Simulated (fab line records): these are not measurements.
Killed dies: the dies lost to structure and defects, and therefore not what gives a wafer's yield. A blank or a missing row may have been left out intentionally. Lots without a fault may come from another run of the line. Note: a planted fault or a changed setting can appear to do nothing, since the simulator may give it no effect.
fab line records	flow n5_finfet
record: lots: 10	wafers: 30	last_day: 19
route steps=1938 shown BEOL_M2@929 BEOL_M3@953 BEOL_M4@1111 PASSIVATION@1936
lots that met no fault: from a run of the same line without faults
start_h: start of the lot's first displayed wafer, in hours after the record's first day	wait_h: hours from the lot's prior step to this one	" unchanged from the row above	L1.1+2: a row that stands for several wafers	- value missing, or start not given	* or withheld: withheld	< > ~ a bound
route shown NAME@n: NAME is a module with steps in the file, n the number in the route of the first one	usual: average and standard deviation across the fault-free wafers	same: alike in all rows	chamber/n: place in a boat	sites: the reading at each site	_std_site: the standard deviation of these	_edge_site: outer sites' mean less inner sites'	radius_mm: for every site, how far away it sits from the centre of the wafer	mask NAME#n: copy n	behind: tool/chamber where the wafer was last shaped	hold: cause of the lot's hold/its duration in hours/its outcome	device: names the non-switching transistor (n, p or np)	end of line: tests of these same wafers at the route's end	where a step has no rows: the recipe by itself	killed: dies lost to structure and defects at the first sort, not the wafer's yield	map: the dies of a wafer, with x for killed, . for not killed, _ for no die there
set.NAME: setting as actually run; set.NAME@STEP: the setting as run at that earlier step	model.NAME: the simulator's own value behind a step, which no gauge read
a sample of lots followed through the steps of the route, with each step as a table and each wafer as a row
services: from which hour (start_h, from the record's first day; less than 0 if before it) a tool's chamber was out of use, for how many hours, and why
== steps ==
step: N5_BEOL_M2_RS_MEAS_58
recipe: thk_meas_gauge: four-point-probe	reads: Co_of_BEOL_M2_CO_CAP_55+Cu_of_BEOL_M2_ECD_50+Co_of_BEOL_M2_CVD_47+TaN_of_BEOL_M2_ALD_84
usual: M2_RS: 0.682/0.03
lot.wafer	tool	chamber	start_h	wait_h	M2_RS[ohm/sq]
L568.1	film_metro-01	-	165.27	0.0	0.718
L568.3	"	-	"	"	0.688
L568.5	"	-	"	"	0.716
L571.2	film_metro-02	-	175.79	0.1	0.690
L571.3	"	-	"	"	0.667
L571.4	"	-	"	"	0.685
L572.1	film_metro-01	-	180.40	0.0	0.719
L572.3	"	-	"	"	0.706
L572.6	"	-	"	"	0.726
L575.1	film_metro-02	-	190.38	0.1	0.705
L575.4	"	-	"	"	0.706
L575.6	"	-	"	"	0.688
L577.1	film_metro-02	-	220.17	0.1	0.703
L577.2	"	-	"	"	0.718
L577.3	"	-	"	"	0.779
L578.3	film_metro-02	-	227.32	0.1	0.699
L578.4	"	-	"	"	0.689
L578.6	"	-	"	"	0.696
L586.2	film_metro-01	-	267.65	0.1	0.681
L586.3	"	-	"	"	0.695
L586.6	"	-	"	"	0.681
L589.2	film_metro-01	-	279.30	0.1	0.666
L589.4	"	-	"	"	0.647
L589.5	"	-	"	"	0.715
L590.3	film_metro-02	-	293.40	0.1	0.669
L590.4	"	-	"	"	0.654
L590.5	"	-	"	"	0.646
L591.1	film_metro-02	-	299.65	0.0	0.643
L591.3	"	-	"	"	0.631
L591.4	"	-	"	"	0.654
step: N5_BEOL_M3_STRIP_66
recipe: chemistry: CF4	resist: SiARC	power_w: 300	bias_power_w: 75	pressure_mtorr: 50	cf4_flow_sccm: 150	rf_frequency_hz: 6e+07
usual: drypump_motor_current_A: 5.9/0.32	oes_product_au: 0.81/0.089	rf_vpp_V: 272.0/1.3	showerhead_plenum_p_Torr: 1.83/0.045	throttle_valve_pct: 13.64/0.23
lot.wafer	tool	chamber	start_h	wait_h	drypump_motor_current_A	oes_product_au	rf_hours_counter_h	rf_vpp_V	showerhead_plenum_p_Torr	throttle_valve_pct
L568.1	rie_diel-01	0	166.55	0.0	6.3	0.86	45	271.4	1.83	13.71
L568.3	"	2	"	"	5.8	0.69	250	270.0	1.70	13.91
L568.5	"	3	"	"	5.8	0.86	-	273.1	1.83	13.59
L571.2	rie_diel-02	3	178.42	0.0	6.2	0.89	25	274.1	1.89	13.32
L571.3	"	1	"	"	5.7	0.92	8	271.1	1.84	13.25
L571.4	"	1	"	"	5.7	0.93	-	272.2	1.84	13.27
L572.1	rie_diel-02	1	182.25	0.0	5.7	0.91	10	271.6	1.84	13.26
L572.3	"	0	"	"	5.5	0.75	163	271.1	1.87	14.01
L572.6	"	3	"	"	6.3	0.89	-	272.2	1.89	13.34
L575.1	rie_diel-02	2	193.12	0.0	6.2	0.68	214	272.0	1.79	13.63
L575.4	"	1	"	"	5.7	0.90	14	272.4	1.84	13.29
L575.6	"	2	"	"	6.2	0.68	-	270.8	1.79	13.65
L577.1	rie_diel-02	1	222.14	0.0	5.7	0.90	17	271.5	1.84	13.28
L577.2	"	2	"	"	6.2	0.68	225	270.8	1.78	13.67
L577.3	"	3	"	"	6.3	0.87	41	274.1	1.89	13.37
L578.3	rie_diel-05	1	229.00	0.0	6.0	0.75	148	270.0	1.80	13.68
L578.4	"	3	"	"	5.8	0.68	-	272.6	1.84	13.96
L578.6	"	1	"	"	6.0	0.74	-	271.0	1.80	13.67
L586.2	rie_diel-01	2	268.85	0.0	5.9	0.91	28	273.9	1.90	13.41
L586.3	"	0	"	"	6.3	0.81	83	272.3	1.82	13.80
L586.6	"	0	"	"	6.3	0.81	-	271.5	1.82	13.80
L589.2	rie_diel-05	2	281.87	0.0	5.0	0.71	205	271.0	1.71	13.59
L589.4	"	3	"	"	5.7	0.94	6	272.8	1.84	13.40
L589.5	"	0	"	"	6.1	0.67	-	272.2	1.86	13.95
L590.3	rie_diel-01	2	294.68	0.0	5.8	0.89	37	274.8	1.89	13.42
L590.4	"	3	"	"	5.8	0.82	92	272.5	1.81	13.68
L590.5	"	1	"	"	5.8	0.89	-	271.3	1.83	13.51
L591.1	rie_diel-05	0	302.99	0.0	6.1	0.67	249	271.5	1.85	13.97
L591.3	"	3	"	"	5.7	0.92	12	271.1	1.83	13.42
L591.4	"	2	"	"	5.0	0.70	211	269.4	1.71	13.61
step: N5_BEOL_M3_COAT_22
recipe: resist: CAR-EUV	spin_rpm: 1500	resist_thk_nm: 30
usual: resist_line_temp_C: 23.00/0.092	spin_speed_rpm: 1499.9/0.93
lot.wafer	tool	chamber	start_h	wait_h	resist_line_temp_C	spin_speed_rpm
L568.1	litho_track-04	0	166.82	-	23.00	1501.7
L568.3	"	0	"	"	22.98	1501.3
L568.5	"	0	"	"	23.00	1499.6
L571.2	litho_track-05	0	178.75	-	22.84	1500.1
L571.3	"	0	"	"	22.98	1499.2
L571.4	"	0	"	"	22.96	1500.5
L572.1	litho_track-02	0	182.51	-	22.93	1500.9
L572.3	"	0	"	"	23.06	1500.4
L572.6	"	0	"	"	22.93	1499.6
L575.1	litho_track-05	0	193.42	-	22.95	1500.7
L575.4	"	0	"	"	23.05	1500.6
L575.6	"	0	"	"	22.96	1501.8
L577.1	litho_track-05	0	222.47	-	22.99	1608.5
L577.2	"	0	"	"	23.12	1607.0
L577.3	"	0	"	"	23.10	1608.7
L578.3	litho_track-05	0	229.27	-	23.02	1606.3
L578.4	"	0	"	"	22.80	1608.8
L578.6	"	0	"	"	23.15	1607.5
L586.2	litho_track-02	0	269.17	-	23.04	1499.5
L586.3	"	0	"	"	23.17	1499.9
L586.6	"	0	"	"	22.90	1499.4
L589.2	litho_track-04	0	282.14	-	22.95	1501.3
L589.4	"	0	"	"	23.10	1499.8
L589.5	"	0	"	"	23.09	1499.9
L590.3	litho_track-04	0	295.04	-	22.89	1500.8
L590.4	"	0	"	"	22.88	1498.6
L590.5	"	0	"	"	22.98	1500.3
L591.1	litho_track-05	0	303.26	-	23.03	1501.5
L591.3	"	0	"	"	22.93	1501.1
L591.4	"	0	"	"	22.93	1499.4
step: N5_BEOL_M3_CD_MEAS_28
recipe: target_cd_nm: 25.7	landing_energy_ev: 500	detector: se_inlens	target_cd_y_nm: 23.3	polarity: opening
usual: cd_nm: 25.68/0.2
lot.wafer	tool	chamber	start_h	wait_h	cd_nm
L568.1	cd_sem-03	0	167.09	-	25.44
L568.3	"	0	"	"	25.11
L568.5	"	0	"	"	25.48
L571.2	cd_sem-03	0	179.15	-	25.91
L571.3	"	0	"	"	25.68
L571.4	"	0	"	"	25.59
L572.1	cd_sem-02	0	182.91	-	25.82
L572.3	"	0	"	"	25.71
L572.6	"	0	"	"	25.36
L575.1	cd_sem-01	0	193.70	-	26.02
L575.4	"	0	"	"	25.99
L575.6	"	0	"	"	25.62
L577.1	cd_sem-02	0	222.87	-	25.78
L577.2	"	0	"	"	25.95
L577.3	"	0	"	"	25.71
L578.3	cd_sem-01	0	229.54	-	25.63
L578.4	"	0	"	"	25.28
L578.6	"	0	"	"	25.68
L586.2	cd_sem-02	0	269.45	-	25.75
L586.3	"	0	"	"	26.18
L586.6	"	0	"	"	25.64
L589.2	cd_sem-01	0	282.41	-	25.64
L589.4	"	0	"	"	25.26
L589.5	"	0	"	"	25.67
L590.3	cd_sem-03	0	295.44	-	25.93
L590.4	"	0	"	"	25.56
L590.5	"	0	"	"	25.59
L591.1	cd_sem-02	0	303.66	-	25.75
L591.3	"	0	"	"	25.64
L591.4	"	0	"	"	25.85
step: N5_BEOL_M4_RC_MEAS_101
usual: DIBL_N: 36.0/2.2	DIBL_P: 36.2/2.4	IOFF_N: 0.16/0.035	IOFF_P: 0.21/0.037	ION_N: 672/13	ION_P: 461/7	SS_N: 71.4/0.69	SS_P: 73.2/0.75	VT_N: 250/3.4	VT_P: -251/3
lot.wafer	tool	chamber	start_h	wait_h	DIBL_N[mV/V]	DIBL_P[mV/V]	IOFF_N[nA/um]	IOFF_P[nA/um]	ION_N[uA/um]	ION_P[uA/um]	SS_N[mV/dec]	SS_P[mV/dec]	VT_N[mV]	VT_P[mV]
L568.1	prober-01	0	205.02	0.0	33.9	34.2	0.12	0.17	659	451	71.3	73.7	252	-257
L568.3	"	0	"	"	35.4	35.7	0.16	0.19	677	457	71.1	73.4	250	-253
L568.5	"	0	"	"	35.7	36.5	0.17	0.21	694	467	70.8	73.6	246	-252
L571.2	prober-01	0	207.96	0.3	37.4	36.8	0.14	0.21	676	465	71.4	73.0	254	-247
L571.3	"	0	"	"	36.3	36.0	0.13	0.20	670	468	71.3	72.5	252	-250
L571.4	"	0	"	"	33.0	32.4	0.09	0.15	649	456	70.2	72.0	257	-251
L572.1	prober-02	0	232.31	0.0	34.8	35.5	0.14	0.20	672	463	70.9	73.6	252	-252
L572.3	"	0	"	"	34.9	35.1	0.14	0.20	666	462	70.7	72.9	251	-248
L572.6	"	0	"	"	33.5	34.3	0.12	0.18	661	457	70.3	72.7	254	-251
L575.1	prober-02	0	235.70	0.0	34.2	33.5	0.13	0.18	675	465	70.3	72.5	252	-250
L575.4	"	0	"	"	36.7	37.9	0.18	0.24	684	471	71.8	73.6	246	-246
L575.6	"	0	"	"	36.2	36.5	0.16	0.22	683	460	70.8	73.1	249	-250
L577.1	prober-02	0	261.06	0.0	40.6	41.8	0.22	0.27	697	467	72.3	74.2	246	-247
L577.2	"	0	"	"	37.0	38.9	0.14	0.20	661	457	71.7	73.3	254	-249
L577.3	"	0	"	"	39.7	41.3	0.20	0.24	671	457	72.9	74.5	247	-249
L578.3	prober-02	0	264.73	0.3	34.0	32.1	0.13	0.18	666	458	71.1	72.2	253	-250
L578.4	"	0	"	"	36.6	35.7	0.18	0.24	673	470	72.5	73.2	246	-246
L578.6	"	0	"	"	33.7	32.3	0.12	0.18	665	460	70.4	72.5	253	-248
L586.2	prober-01	0	304.76	0.2	40.9	41.1	0.26	0.30	700	476	72.6	75.2	243	-247
L586.3	"	0	"	"	38.3	37.2	0.18	0.23	689	466	71.8	73.6	249	-251
L586.6	"	0	"	"	38.9	38.2	0.20	0.24	691	462	71.8	74.7	249	-249
L589.2	prober-02	0	333.93	0.2	36.0	34.2	0.14	0.21	677	467	71.6	73.0	251	-244
L589.4	"	0	"	"	39.7	38.0	0.20	0.28	687	476	71.6	73.2	247	-243
L589.5	"	0	"	"	38.7	37.5	0.18	0.26	677	471	71.9	73.5	247	-245
L590.3	prober-02	0	338.34	0.3	37.0	38.6	0.19	0.23	689	460	71.7	74.1	247	-250
L590.4	"	0	"	"	37.4	39.4	0.20	0.23	696	470	72.3	73.4	247	-251
L590.5	"	0	"	"	35.2	37.4	0.17	0.21	681	468	71.6	73.8	250	-251
L591.1	prober-01	0	341.10	0.0	36.0	35.5	0.14	0.20	676	466	70.8	73.0	251	-249
L591.3	"	0	"	"	37.5	37.4	0.18	0.24	682	473	71.7	73.2	249	-247
L591.4	"	0	"	"	36.2	36.2	0.16	0.21	678	466	71.3	73.0	250	-248
step: N5_PASSIVATION_PROBE_49
usual: defect_limited_yield: 91.2/1.4	killed_at_M0_to_M3: 34/9.4	killed_at_M4_up: 14/5.6	killed_at_contacts: 13/7.8	killed_at_front_end: 37/10	killed_at_other: 4/3.3	killed_dies: 103/17	killed_on_rim: 14/3.5	killed_open: 68/13	killed_short: 33/8.2	sort_bin_5_function: 5.1/0.92	sort_bin_6_memory: 3.3/0.71	sort_bin_8_speed: 0.01/0.043	sort_n_pass: 1077/17	sort_yield_pct: 91.2/1.4
same: gross_dies: 1180	killed_at_back_side: 0	sort_bin_4_leakage[%]: 0
lot.wafer	tool	chamber	start_h	wait_h	defect_limited_yield[%]	killed_at_M0_to_M3	killed_at_M4_up	killed_at_contacts	killed_at_front_end	killed_at_other	killed_dies	killed_on_rim	killed_open	killed_short	sort_bin_5_function[%]	sort_bin_6_memory[%]	sort_bin_8_speed[%]	sort_n_pass	sort_yield_pct[%]
L577.1	prober-01	-	362.77	0.0	93.5	37	9	8	21	2	77	11	57	20	4.2	2.4	0	1103	93.5
L577.2	prober-01	-	362.82	0.1	91.0	38	13	23	27	5	106	11	69	33	5.7	2.8	0	1074	91.0
L577.3	prober-01	-	362.87	0.1	90.7	30	13	19	40	8	110	11	68	41	5.0	3.9	0	1070	90.7
killed by level:class
L577.1 BEOL_M0:geometric_particle:open=8 BEOL_M1:geometric_particle:open=8 BEOL_M2:geometric_particle:open=7 FIN_SAQP:geometric_particle:open=6 MOL_CONTACT_COAG:geometric_particle:open=6 FIN_SAQP:geometric_particle:short=5 BEOL_M0_SAQP:geometric_particle:open=5 BEOL_M6:geometric_particle:open=4
L577.2 MOL_CONTACT_COAG:geometric_particle:open=15 BEOL_M2:geometric_particle:open=11 MOL_CONTACT_COAG:geometric_particle:short=8 BEOL_M0_SAQP:geometric_particle:open=8 BEOL_M0_SAQP:geometric_particle:short=8 FIN_SAQP:geometric_particle:short=6 BEOL_M0:geometric_particle:open=6 BEOL_M4:geometric_particle:open=6
L577.3 MOL_CONTACT_COAG:geometric_particle:open=13 FIN_SAQP:geometric_particle:short=11 BEOL_M2:geometric_particle:open=9 BEOL_M1:geometric_particle:open=7 BEOL_M4:geometric_particle:open=7 STI_FIN_REVEAL:geometric_particle:open=6 MOL_CONTACT_COAG:geometric_particle:short=6 STI_FIN_REVEAL:geometric_particle:short=5
== services ==
tool	chamber	start_h	hours	kind
rie_diel-01	3	144.44	4.0	repair
rie_diel-01	2	168.39	-	clean
rie_diel-01	2	168.39	-	consumable_replace:focus_ring
rie_diel-01	2	168.39	-	consumable_replace:showerhead
rie_diel-01	2	168.39	21.4	scheduled_down
rie_diel-01	2	168.39	21.4	vent_cycle
rie_diel-02	2	177.07	8.7	repair
rie_diel-01	1	189.91	-	clean
rie_diel-01	1	189.91	-	consumable_replace:focus_ring
rie_diel-01	1	189.91	30.6	scheduled_down
rie_diel-01	1	189.91	30.6	vent_cycle
rie_diel-02	1	203.82	16.6	repair
rie_diel-01	3	205.00	4.9	repair
rie_diel-05	0	227.75	9.5	repair
rie_diel-05	3	237.47	-	clean
rie_diel-05	3	237.47	-	consumable_replace:focus_ring
rie_diel-05	3	237.47	25.4	scheduled_down
rie_diel-05	3	237.47	25.4	vent_cycle
litho_track-04	-	240.26	-	consumable_replace:filter
rie_diel-01	3	252.29	4.1	repair
litho_track-05	-	263.07	-	consumable_replace:filter
rie_diel-02	-	263.90	1.7	repair
== key ==
first_sign: step: N5_BEOL_M3_COAT_22	reading: spin_speed_rpm	direction: up	sigmas: 99+	usual: *	struck: *
effect none on later readings
met_at N5_BEOL_M3_COAT_22
struck_lots L577,L578
not_acting_at N5_BEOL_M2_RS_MEAS_58,N5_BEOL_M3_STRIP_66,N5_BEOL_M3_CD_MEAS_28
onset_between 193.42 222.47
fault: kind: process_parameter_drift	tool: litho_track-05	chamber: -	onset_h: 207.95	steps: N5_BEOL_M3_COAT_22	channel: spin_rpm	offset: *	shape: step	end_h: 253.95	acts_in: *	stated: *
